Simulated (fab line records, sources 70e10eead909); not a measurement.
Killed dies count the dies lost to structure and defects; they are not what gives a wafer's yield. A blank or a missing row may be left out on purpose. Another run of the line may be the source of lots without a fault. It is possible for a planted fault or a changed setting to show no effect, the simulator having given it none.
Matching of chambers | flow nand harc | NHARC_P_M1_ETCH_35 on rie diel-12 has 4 sister chambers
The step etches the open film in N2/H2, target depth 40 nm, overetch 12 nm, time 43.94 s. 20 wafers are shown with their chamber, then 10 later ones without.

EACH WAFER AND ITS CHAMBER
wafer  | chamber | showerhead plenum p Torr (Torr) | drypump motor current A (A) | oes product au (a.u.)
L076.1 | 2       | 2.02                            | 5.4                         | 1.012
L076.2 | 3       | 1.94                            | 5.5                         | 1.006
L076.3 | 0       | 1.90                            | 5.4                         | 1.011
L080.1 | 3       | 1.94                            | 5.5                         | 1.026
L080.2 | 0       | 1.90                            | 5.4                         | 1.000
L080.3 | 1       | 1.97                            | 5.4                         | 0.998
L084.4 | 3       | 1.94                            | 5.5                         | 1.013
L084.5 | 2       | 2.02                            | 5.3                         | 1.011
L084.6 | 3       | 1.93                            | 5.5                         | 1.015
L087.1 | 2       | 2.02                            | 5.4                         | 1.014
L087.4 | 1       | 1.97                            | 5.4                         | 0.998
L087.6 | 1       | 1.97                            | 5.4                         | 0.997
L091.1 | 1       | 1.97                            | 5.4                         | 0.985
L091.3 | 3       | 1.93                            | 5.5                         | 1.021
L091.4 | 3       | 1.93                            | 5.5                         | 1.012
L092.1 | 1       | 1.97                            | 5.3                         | 0.990
L092.4 | 2       | 2.02                            | 5.4                         | 0.999
L092.5 | 3       | 1.93                            | 5.5                         | 1.022
L093.1 | 2       | 2.02                            | 5.4                         | 0.999
L093.2 | 0       | 1.90                            | 5.4                         | 1.013

SIGNATURES (means of the wafers above)
reading                  | chamber 0 | chamber 1 | chamber 2 | chamber 3 | scatter within a chamber
showerhead plenum p Torr | 1.9000    | 1.9700    | 2.0200    | 1.9343    | 0.00327
drypump motor current A  | 5.400     | 5.380     | 5.380     | 5.500     | 0.0316
oes product au           | 1.00800   | 0.99360   | 1.00700   | 1.01643   | 0.0068
Rule: a wafer lies at a distance from a chamber equal to the root of the sum of squares, over the readings, of (its reading less the chamber's mean, divided by the reading's scatter). If the next closest chamber is less than 2 further off than the closest, the wafer can't be placed; otherwise it belongs to the closest. The scatter is the square root of a quotient: the sum, over the shown wafers, of each reading's squared deviation from its chamber's mean, divided by wafers minus chambers.

WAFERS WITHOUT THEIR CHAMBER
wafer  | showerhead plenum p Torr (Torr) | drypump motor current A (A) | oes product au (a.u.)
L093.4 | 1.97                            | 5.3                         | 0.998
L094.3 | 1.90                            | 5.3                         | 1.020
L094.4 | 1.93                            | 5.5                         | 1.032
L094.6 | 1.97                            | 5.4                         | 0.995
L095.1 | 2.02                            | 5.4                         | 0.985
L095.2 | 1.93                            | 5.5                         | 1.032
L095.4 | 1.90                            | 5.3                         | 1.011
L096.2 | 1.93                            | 5.5                         | 1.037
L096.3 | 1.97                            | 5.4                         | 0.999
L096.6 | 1.93                            | 5.5                         | 1.039

WHICH CHAMBER EACH ONE RAN IN
wafer  | from the rows above | in truth
L093.4 | 1                   | 1
L094.3 | 0                   | 0
L094.4 | 3                   | 3
L094.6 | 1                   | 1
L095.1 | 2                   | 2
L095.2 | 3                   | 3
L095.4 | 0                   | 0
L096.2 | 3                   | 3
L096.3 | 1                   | 1
L096.6 | 3                   | 3
Placed correctly: 10 of 10. Can't be placed from these rows: 0. 0 placed wrongly.
